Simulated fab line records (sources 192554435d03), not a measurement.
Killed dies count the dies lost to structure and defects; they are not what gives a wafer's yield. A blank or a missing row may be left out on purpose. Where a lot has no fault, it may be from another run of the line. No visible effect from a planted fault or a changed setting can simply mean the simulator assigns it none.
Matching of chambers ; flow n5 finfet ; 4 sister chambers for N5_FIN_SAQP_STRIP_55 on rie diel-01
The step strips in N2/H2. 4 wafers are shown with their chamber, then 8 later ones without.

WAFERS WITH THEIR CHAMBER
wafer;chamber;drypump motor current A (A)
L079.6;0;6.4
L081.1;1;5.8
L081.6;2;5.3
L087.3;3;6.0

WAFERS MISSING THEIR CHAMBER
wafer;drypump motor current A (A)
L087.5;6.3
L087.6;6.0
L090.1;6.3
L090.3;5.8
L090.5;5.8
L091.2;6.4
L091.5;6.0
L091.6;5.3

WHICH CHAMBER EACH WENT THROUGH
wafer;from the rows above;in truth
L087.5;0;0
L087.6;3;3
L090.1;0;0
L090.3;1;1
L090.5;1;1
L091.2;0;0
L091.5;3;3
L091.6;2;2
Correct placement for 8 of the 8. Number that these rows cannot place: 0. Wrongly placed: 0.
How it was worked out, from the rows above alone: a wafer's distance from a chamber is the root of the sum, over the readings, of the square of ((its reading less the chamber's mean) divided by the reading's scatter). If the next closest chamber is less than 2 further off than the closest, the wafer can't be placed; otherwise it belongs to the closest. A chamber's mean is the mean of its shown wafers. The scatter (one wafer shown for each chamber): square how far every hidden wafer sits from the nearest shown wafer, average those squares and take the square root.
